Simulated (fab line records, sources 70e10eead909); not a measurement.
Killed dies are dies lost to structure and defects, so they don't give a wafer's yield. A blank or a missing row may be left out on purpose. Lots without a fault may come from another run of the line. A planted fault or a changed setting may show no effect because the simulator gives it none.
Chamber matching | flow nand_harc | NHARC_P_GATE_DEP_103 on pecvd-01: 3 sister chambers
The step deposits SiON, target thk 30 nm. 3 wafers are shown with their chamber, then 8 later ones without.

WAFERS WITH THEIR CHAMBER
wafer  | chamber | heater_power_w (W)
L669.2 | 0       | 748
L669.5 | 1       | 647
L678.2 | 2       | 682

WAFERS WITHOUT THEIR CHAMBER
wafer  | heater_power_w (W)
L678.3 | 576
L678.6 | 716
L677.4 | 795
L677.5 | 571
L677.6 | 750
L682.2 | 575
L682.5 | 730
L682.6 | 791

WHICH CHAMBER EACH WENT THROUGH
wafer  | from the rows above          | in truth
L678.3 | can't be placed: 1 or 2 or 0 | 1
L678.6 | can't be placed: 0 or 2 or 1 | 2
L677.4 | can't be placed: 0 or 2 or 1 | 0
L677.5 | can't be placed: 1 or 2 or 0 | 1
L677.6 | can't be placed: 0 or 2 or 1 | 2
L682.2 | can't be placed: 1 or 2 or 0 | 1
L682.5 | can't be placed: 0 or 2 or 1 | 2
L682.6 | can't be placed: 0 or 2 or 1 | 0
Placed correctly: 0 of 8. Can't be placed from these rows: 8 (the true chamber is among the candidates in 8). Placed wrongly: 0.
How it was worked out, from the rows above alone: a wafer's distance from a chamber is the root of the sum, over the readings, of the square of ((its reading less the chamber's mean) divided by the reading's scatter). The wafer belongs to the nearest chamber; if the next one is less than 2 further off, it can't be placed. A chamber's mean is the mean of its shown wafers. The scatter: with one shown wafer a chamber, the root of the mean of the squares of how far each hidden wafer lies from its nearest shown one.
